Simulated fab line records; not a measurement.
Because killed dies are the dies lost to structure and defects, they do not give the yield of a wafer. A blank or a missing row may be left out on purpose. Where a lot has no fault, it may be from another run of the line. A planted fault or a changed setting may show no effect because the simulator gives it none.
fab line records | flow n5-finfet
record: lots: 4 | wafers: 12 | last-day: 13
route steps=1938 shown SDB@352 DUMMY_REMOVAL@377 HKMG_FIN@385 PASSIVATION@1936
lots untouched by any fault: they come from a run of this same line in which no faults occurred
start-h: the number of hours between the record's first day and the start of the first shown wafer of the lot | wait-h: hours from the lot's prior step to this one | " the same as in the row above | L1.1+2: one row covering several wafers at once | - value missing, or start not given | * or withheld: withheld | < > ~ a bound
route shown NAME@n: names a module that has steps shown in the file, with the first one's number in the route | usual: mean/standard deviation taken from wafers without a fault | same: alike in all rows | chamber/n: place in a boat | sites: per-site readings | _std_site: the values' standard deviation | _edge_site: inner sites' mean taken away from outer sites' mean | radius-mm: for every site, how far away it sits from the centre of the wafer | mask NAME#n: copy n | behind: the last tool/chamber to shape the wafer | hold: the reason the lot was held/the length of the hold in hours/how it ended | device: the transistor (n, p or np) that didn't switch | end of line: tests of these same wafers at the route's end | step lacking rows: just its recipe | killed: count of dies lost to structure and defects at first sort (not the wafer's yield) | map: a wafer's dies, marking killed ones x, the rest . and places with no die _
set.NAME: the setting that was run; set.NAME@STEP: the one run at that earlier step | model.NAME: the simulator's own value behind a step, which no gauge read
lots at selected steps of the route; one table per step, one row per wafer
services: the hour from which a tool's chamber was out of use, counted from the record's first day as start-h (under 0 if before that day), plus the number of hours and why
== steps ==
step: N5_SDB_SOFTBAKE_06
recipe: temp-c: 110 | time-s: 60 | resist: CAR-ArF
step: N5_SDB_EXPOSE_08
recipe: mask-id: SDB | na: 1.35 | source-shape: conventional | sigma-outer: 0.5 | polarization: unpolarized | dose-mj: 49.6
step: N5_SDB_PEB_09
recipe: peb-temp-c: withheld | peb-time-s: 60 | resist: CAR-ArF
step: N5_SDB_DEVELOP_10
recipe: develop-time-s: 30 | developer: TMAH | resist: CAR-ArF | rinse-liquid: diw | dry: air-spin | dev-temp-c: 23
step: N5_SDB_DESCUM_16
recipe: chemistry: O2 | time-s: 7.9 | source-power-w: 50 | bias-power-w: 20 | pressure-mtorr: 20 | rf-frequency-hz: 2.712e+07 | temp-c: 40 | resist: CAR-ArF | o2-flow-sccm: 225
step: N5_SDB_ETCH_17
recipe: chemistry: CF4 | target: SiARC | target-depth-a: 234 | mask-material: CAR-ArF | time-s: 39 | ion-energy-ev: 80 | pressure-mtorr: 40 | source-w: 545 | bias-w: 36 | Ar_flow_sccm: 100 | cf4-flow-sccm: 100 | ends: cleared
step: N5_SDB_ETCH_18
recipe: chemistry: N2/H2 | target: SOC | target-depth-a: 1000 | overetch-a: 200 | mask-material: SiARC | temp-c: 40 | time-s: 150 | ion-energy-ev: 200 | pressure-mtorr: 30 | source-w: 840 | bias-w: 150 | n2-flow-sccm: 200 | h2-flow-sccm: 200
step: N5_SDB_STRIP_19
recipe: chemistry: N2/H2 | temp-c: 40 | n2-flow-sccm: 200 | h2-flow-sccm: 200 | rf-frequency-hz: 6e+07
step: N5_SDB_STRIP_21
recipe: chemistry: CF4 | resist: SiARC | power-w: 300 | bias-power-w: 75 | pressure-mtorr: 50 | cf4-flow-sccm: 150 | rf-frequency-hz: 6e+07
step: N5_SDB_HM_OPEN_20
recipe: chemistry: CH3F/O2 | target: SiNx | mask-material: SOC | target-depth-a: 240 | stop-on: poly-Si | over-etch-frac: 0.4 | ion-energy-ev: 120 | pressure-mtorr: 30 | source-w: 395 | bias-w: 73 | Ar_flow_sccm: 150 | CH3F_flow_sccm: 30 | O2_flow_sccm: 20
usual: chamber-pressure-mTorr: 29.994/0.027 | drypump-motor-current-A: 5.6/0.44 | oes-product-au: 0.63/0.064 | rf-vpp-V: 299/6 | showerhead-plenum-p-Torr: 1.99/0.06 | throttle-valve-pct: 16.34/0.19
lot.wafer | tool        | chamber | start-h | wait-h | chamber-pressure-mTorr | drypump-motor-current-A | oes-product-au | rf-hours-counter-h | rf-vpp-V | showerhead-plenum-p-Torr | throttle-valve-pct
L538.2    | rie-diel-03 | 2       | 77.62   | 0.0    | 30.029                 | 6.2                     | 0.64           | 130                | 298      | 1.93                     | 16.32
L538.4    | "           | 3       | "       | "      | 29.965                 | 5.5                     | 0.82           | 1                  | 300      | 1.97                     | 16.14
L538.5    | "           | 2       | "       | "      | 30.011                 | 6.1                     | 0.64           | -                  | 296      | 1.93                     | 16.31
L542.1    | rie-diel-05 | 1       | 98.96   | 0.0    | 29.961                 | 5.2                     | 0.60           | 157                | 297      | 2.00                     | 16.36
L542.3    | "           | 0       | "       | "      | 30.013                 | 5.7                     | 0.59           | 166                | 288      | 1.99                     | 16.37
L542.5    | "           | 0       | "       | "      | 30.014                 | 5.7                     | 0.59           | -                  | 289      | 1.99                     | 16.37
L545.3    | rie-diel-03 | 1       | 116.16  | 0.0    | 30.005                 | 5.3                     | 0.54           | 248                | 308      | 2.05                     | 16.70
L545.4    | "           | 0       | "       | "      | 29.951                 | 6.1                     | 0.69           | 77                 | 296      | 1.95                     | 16.34
L545.6    | "           | 2       | "       | "      | 30.009                 | 6.2                     | 0.63           | -                  | 296      | 1.92                     | 16.34
L547.4    | rie-diel-03 | 2       | 128.28  | 0.0    | 29.983                 | 6.2                     | 0.62           | -                  | 297      | 1.92                     | 16.35
L547.5    | "           | 0       | "       | "      | 29.950                 | 6.1                     | 0.67           | -                  | 298      | 1.95                     | 16.34
L547.6    | "           | 3       | "       | "      | 30.050                 | 5.6                     | 0.76           | -                  | 301      | 1.96                     | 16.16
step: N5_SDB_STRIP_22
recipe: chemistry: N2/H2 | power-w: 1000 | temp-c: 250 | h2-frac: 0.65 | overash-fraction: 0.3 | pressure-mtorr: withheld | n2-flow-sccm: 1750 | h2-flow-sccm: 3250
step: N5_SDB_PRECLEAN_23
recipe: chemistry: dHF | time-s: 30 | temp-c: 25 | dilution: withheld
step: N5_SDB_DUMMY_REMOVE_24
recipe: chemistry: TMAH | temp-c: 70 | target: poly-Si | stop-on: SiO2 | target-depth-nm: 142 | conc-wt-pct: 5 | time-s: 57 | dry: ipa-marangoni | rinse-time-s: 30 | rinse-temp-c: 23
step: N5_SDB_ETCH_25
recipe: chemistry: C4F6/O2 | target: SiO2 | target-depth-a: 100 | time-s: 3.3 | ion-energy-ev: 250 | mask-material: SiNx | pressure-mtorr: 30 | source-w: 345 | bias-w: 185 | Ar_flow_sccm: 300 | C4F6_flow_sccm: 10 | O2_flow_sccm: 10
step: N5_SDB_CUT_ETCH_26
recipe: chemistry: HBr/Cl2/O2 | target: Si | target-depth-a: 1296 | bt-time-s: 20 | mask-material: SiNx | time-s: 51.8 | ion-energy-ev: * | bias-w: * | pressure-mtorr: 10 | icp-w: 800 | HBr_flow_sccm: 150 | Cl2_flow_sccm: 80 | O2_flow_sccm: 12
step: N5_SDB_PRECLEAN_38
recipe: chemistry: dHF | time-s: 10 | dilution: 750:1 | temp-c: 25
step: N5_SDB_PRECLEAN_39
recipe: chemistry: O3/DIW | time-s: 45 | temp-c: 22 | o3-ppm: 10
step: N5_SDB_SRD_28
recipe: dry: ipa-marangoni | time-s: 30 | temp-c: 23 | rinse-liquid: diw
step: N5_SDB_ALD_29
recipe: material: SiNx | target-thk-a: 300 | temp-c: 400 | ald-precursor-family: SiH2I2 | ald-co-reactant: N2/H2-plasma | pulse-time-s: 1 | ald-cycles: 600 | purge-time-s: 2 | co-reactant-purge-time-s: 2 | pressure-torr: 2
step: N5_SDB_CMP_30
recipe: stop-on: poly-Si | t-overpolish-s: 1.54 | post-cmp-clean: alkaline-brush | down-force-psi: 4.1491 | platen-rpm: 51.796 | pad-velocity-m-s: 1.0306 | target-thk-nm: 30
step: N5_DUMMY_REMOVAL_HM_STRIP_01
recipe: chemistry: CH3F/O2 | material: SiNx | target-depth-a: 40 | stop-on: poly-Si | time-s: 6.8 | over-etch-frac: 0.3 | ion-energy-ev: 60 | power-w: 410 | bias-w: 29 | Ar_flow_sccm: 150 | CH3F_flow_sccm: 30 | O2_flow_sccm: 20
step: N5_DUMMY_REMOVAL_STRIP_10
recipe: chemistry: N2/H2 | time-s: 40 | power-w: 100 | temp-c: 40 | pressure-mtorr: 100 | rf-frequency-hz: 6e+07 | bias-power-w: 3 | n2-flow-sccm: 300 | h2-flow-sccm: 300
step: N5_DUMMY_REMOVAL_PRECLEAN_07
recipe: chemistry: dHF | time-s: 30 | temp-c: 25 | dilution: withheld
step: N5_DUMMY_REMOVAL_DUMMY_REMOVE_02
recipe: chemistry: TMAH | temp-c: 70 | target: poly-Si | stop-on: SiO2 | target-depth-nm: 142 | conc-wt-pct: 5 | time-s: 57 | dry: ipa-marangoni | rinse-time-s: 30 | rinse-temp-c: 23
step: N5_DUMMY_REMOVAL_PRECLEAN_08
recipe: chemistry: NF3:NH3 | afs-cycles: 2 | temp-c: 30 | time-s: 20 | sublimation-temp-c: 180 | sublimation-time-s: 60 | pressure-torr: 3 | rf-power-w: 30
step: N5_DUMMY_REMOVAL_PRECLEAN_04
recipe: chemistry: DHF | time-s: 37 | temp-c: 25 | dilution: 500:1
step: N5_DUMMY_REMOVAL_SRD_05
recipe: dry: ipa-marangoni | do-ppb: 5 | time-s: 30 | temp-c: 23 | rinse-liquid: diw
step: N5_HKMG_FIN_IL_REGROW_00
recipe: material: SiO2 | target-thk-a: 7.5 | chemistry: O3 | temp-c: withheld | time-s: 30
step: N5_HKMG_FIN_HK_ALD_01
recipe: material: HfO2 | target-thk-a: 16 | temp-c: withheld | ald-precursor-family: HfCl4 | ald-co-reactant: H2O | pulse-time-s: 3 | purge-time-s: 3 | co-reactant-purge-time-s: 2.5 | co-reactant-pulse-time-s: 0.3 | ald-cycles: 30
step: N5_HKMG_FIN_HK_ANNEAL_02
recipe: temp-c: 700 | time-s: 30 | ambient: N2 | idle-temp-c: 600 | ramp-up-c-per-s: 150 | ramp-down-c-per-s: 60 | cool-to-c: 600
step: N5_HKMG_FIN_ALD_74
recipe: material: La2O3 | target-thk-a: 5 | temp-c: 250 | ald-precursor-family: La-Cp | ald-co-reactant: O3 | pulse-time-s: 6 | co-reactant-pulse-time-s: 1 | purge-time-s: 3 | co-reactant-purge-time-s: 3
step: N5_HKMG_FIN_ALD_75
recipe: material: Al2O3 | target-thk-a: 10 | temp-c: 150 | ald-precursor-family: TMA | ald-co-reactant: H2O | pulse-time-s: withheld | co-reactant-pulse-time-s: 1
step: N5_HKMG_FIN_COAT_41
recipe: resist: SOC | temp-c: 250 | time-s: 60 | spin-rpm: 1500 | resist-thk-nm: 300
step: N5_HKMG_FIN_COAT_42
recipe: resist: SiARC | temp-c: 220 | time-s: 60 | spin-rpm: 1500 | resist-thk-nm: 35
step: N5_HKMG_FIN_COAT_43
recipe: resist: CAR-ArF | spin-rpm: 1500 | resist-thk-nm: 90
step: N5_HKMG_FIN_EBR_45
recipe: solvent: PGMEA | ebr-width-mm: 1.5
step: N5_PASSIVATION_PROBE_49
usual: defect-limited-yield: 91.3/1.5 | killed_at_M0_to_M3: 34/11 | killed_at_M4_up: 14/6.1 | killed-at-contacts: 12/5.9 | killed-at-front-end: 39/11 | killed-at-other: 4/3.3 | killed-dies: 102/18 | killed-on-rim: 13/3.8 | killed-open: 67/13 | killed-short: 33/7.9 | sort_bin_5_function: 5.1/1 | sort_bin_6_memory: 3.3/0.7 | sort-n-pass: 1077/19 | sort-yield-pct: 91.3/1.6
same: gross-dies: 1180 | killed-at-back-side: 0 | sort_bin_4_leakage[%]: 0 | sort_bin_8_speed[%]: 0
lot.wafer | tool      | chamber | start-h | wait-h | defect-limited-yield[%] | killed_at_M0_to_M3 | killed_at_M4_up | killed-at-contacts | killed-at-front-end | killed-at-other | killed-dies | killed-on-rim | killed-open | killed-short | sort_bin_5_function[%] | sort_bin_6_memory[%] | sort-n-pass | sort-yield-pct[%]
L545.3    | prober-01 | -       | 306.65  | 0.1    | 86.4                    | 17                 | 5               | 17                 | 113                 | 9               | 161         | 32            | 53          | 35           | 7.5                    | 3.8                  | 1019        | 86.4
L545.4    | prober-01 | -       | 306.70  | 0.2    | 81.9                    | 29                 | 13              | 13                 | 155                 | 4               | 214         | 28            | 61          | 41           | 10.8                   | 4.0                  | 966         | 81.9
L545.6    | prober-01 | -       | 306.80  | 0.3    | 89.5                    | 17                 | 6               | 7                  | 87                  | 7               | 124         | 28            | 61          | 19           | 6.1                    | 3.0                  | 1056        | 89.5
L547.4    | prober-02 | -       | 320.20  | 0.2    | 88.2                    | 28                 | 11              | 13                 | 80                  | 7               | 139         | 30            | 55          | 38           | 6.7                    | 3.4                  | 1041        | 88.2
L547.5    | prober-02 | -       | 320.25  | 0.2    | 82.3                    | 27                 | 19              | 12                 | 147                 | 4               | 209         | 34            | 67          | 32           | 9.7                    | 3.8                  | 971         | 82.3
L547.6    | prober-02 | -       | 320.30  | 0.3    | 80.3                    | 24                 | 12              | 10                 | 182                 | 4               | 232         | 12            | 56          | 29           | 12.2                   | 3.6                  | 948         | 80.3
killed by level:class
L545.3 SDB:unspecified=71 MOL_CONTACT_COAG:geometric-particle:open=13 STI_FIN_REVEAL:geometric-particle:open=10 GATE_CUT:geometric-particle:short=9 FIN_SAQP:geometric-particle:open=6 BEOL_M3:geometric-particle:open=6 STI_FIN_REVEAL:geometric-particle:short=5 BEOL_M0_SAQP:geometric-particle:open=4
L545.4 SDB:unspecified=112 GATE_CUT:geometric-particle:short=11 MOL_CONTACT_COAG:geometric-particle:open=11 BEOL_M3:geometric-particle:open=10 BEOL_M0_SAQP:geometric-particle:short=8 DUMMY_GATE:geometric-particle:open=7 FIN_SAQP:geometric-particle:open=6 BEOL_M0_SAQP:geometric-particle:open=5
L545.6 SDB:unspecified=44 FIN_SAQP:geometric-particle:open=13 STI_FIN_REVEAL:geometric-particle:open=12 MOL_CONTACT_COAG:geometric-particle:open=7 BEOL_M0_SAQP:geometric-particle:short=5 DUMMY_GATE:geometric-particle:open=4 GATE_CUT:geometric-particle:short=4 BEOL_M0_SAQP:geometric-particle:open=4
L547.4 SDB:unspecified=41 MOL_CONTACT_COAG:geometric-particle:open=10 STI_FIN_REVEAL:geometric-particle:open=10 DUMMY_GATE:geometric-particle:short=7 BEOL_M0_SAQP:geometric-particle:open=7 BEOL_M0_SAQP:geometric-particle:short=6 DUMMY_GATE:geometric-particle:open=5 BEOL_M1:geometric-particle:open=5
L547.5 SDB:unspecified=109 BEOL_M4:geometric-particle:open=11 DUMMY_GATE:geometric-particle:open=10 MOL_CONTACT_COAG:geometric-particle:open=10 BEOL_M0_SAQP:geometric-particle:short=9 GATE_CUT:geometric-particle:short=6 GATE_CUT:geometric-particle:open=5 BEOL_M0:geometric-particle:open=5
L547.6 SDB:unspecified=140 STI_FIN_REVEAL:geometric-particle:open=8 FIN_SAQP:geometric-particle:short=7 MOL_CONTACT_COAG:geometric-particle:open=7 GATE_CUT:geometric-particle:short=6 BEOL_M0_SAQP:geometric-particle:open=6 BEOL_M1:geometric-particle:open=6 BEOL_M0_SAQP:geometric-particle:short=5
map L545.4 (x killed, . not)
_________________............________________
______________.....x..x........._____________
___________........x..........x.xxx__________
__________.....x.x.x...x......xxxxxx_________
________......................xxxxxxxx_______
_______..............xx..x...xxxxxxxxxx______
______....x.x...........xx..xxxxxxxxxxxx_____
_____.............x...xxx...xxxxxxxxxxxxx____
____.........................xxxxxxxxxxxxx___
___.......x.....xx...........xxxxxxxxxxxxxx__
___..x................x....xxxxxxxxxxxxxxxx__
__.....................xx....x.xxxxxxxx.x..._
__...........x....................xxxx..x..._
_..........................x.........x.x.....
_.................x......x..x.........x..x...
_................x.x..x....xx......x.........
_xx.............x.x.......................x..
_...........................x.....x.x........
_.......x.x......x.x.....x.x...x..........x..
_.xx..........x....x.........x...............
_.x.......x.....x.....x......................
__x.x.....xx......x..x.............x....x.x._
__..x.........................x...x........._
___......................x.........x.......__
___..............................x.........__
____...x.......................x..........___
_____.................x......x...........____
______.................x...............x_____
_______.x................x..........x..______
________.............x...x............_______
__________.xx...xx.x....x..........._________
___________........................__________
______________.....x...x...x...x_____________
_________________.....x.x....________________
map L547.6 (x killed, . not)
_________________.....x......________________
______________.................._____________
___________.x..xx........x..xx.....__________
__________..........x...xxxxx..x...._________
________........x....x.xxxxxxxxxx.x..._______
_______x...x........xxxxxxxxxx.xxx...x.______
______...........xxx.xxxxxxxxxxxxx....x._____
_____..x......x..x.xxxxxxxxxxxxxx.......x____
____.....x..........xxxxxxxxxxxxx......x..___
___......x.x.....xxxxxxxxxxxxxxxxxx........__
___...x............xxxxxxxxxxxxxxx.....x...__
__.........xx.......xxxxxxxxxxxxx.xx.....x.._
__x........x........xxxxxxxxxxxxx......x...._
_...........x........xx.xxxxx.x.x.........x..
_...........x.........x.x.xxxx..x.......x....
_..x......x...x.............x................
_.................................x..........
_xx...................x.........x............
_.x.....x...................x................
_............x..............x...........x....
_..........x.......x........x........x.......
__...............................x...x......_
__..................x.x....................._
___........................................__
___......x..x...............x...........x..__
____.....x..........x...x.....x........x..___
_____.x.....x..x..x.........x...........x____
______x..........................x......_____
_______.......x.............x........x.______
________.........x...................._______
__________....x.......x............._________
___________....x.........x.........__________
______________.................._____________
_________________............________________
== services ==
tool        | chamber | start-h | hours | kind
rie-diel-03 | 3       | 60.97   | -     | clean
rie-diel-03 | 3       | 60.97   | -     | consumable-replace:focus-ring
rie-diel-03 | 3       | 60.97   | 14.1  | scheduled-down
rie-diel-03 | 3       | 60.97   | 14.1  | vent-cycle
rie-diel-03 | 1       | 121.14  | -     | clean
rie-diel-03 | 1       | 121.14  | -     | consumable-replace:focus-ring
rie-diel-03 | 1       | 121.14  | 33.9  | scheduled-down
rie-diel-03 | 1       | 121.14  | 33.9  | vent-cycle
== key ==
first-sign: step: N5_PASSIVATION_PROBE_49 | reading: killed-at-front-end | direction: up | sigmas: 8.3 | usual: 39 | struck: 127
effect: step: N5_PASSIVATION_PROBE_49 | reading: defect-limited-yield | direction: down | sigmas: 4.3 | usual: 91.3 | struck: 84.8
more-kills-born-at: N5_SDB_HM_OPEN_20@rie-diel-03: 517
met-at N5_SDB_HM_OPEN_20
struck-wafers L545.3,L545.4,L545.6,L547.4,L547.5,L547.6
onset-between 77.62 116.16
also-fits time
fault: kind: chamber-particle-source | tool: rie-diel-03 | chamber: - | onset-h: 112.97 | steps: N5_SDB_HM_OPEN_20 | rate-per-visit-cm2: 1.6252 | end-h: 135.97
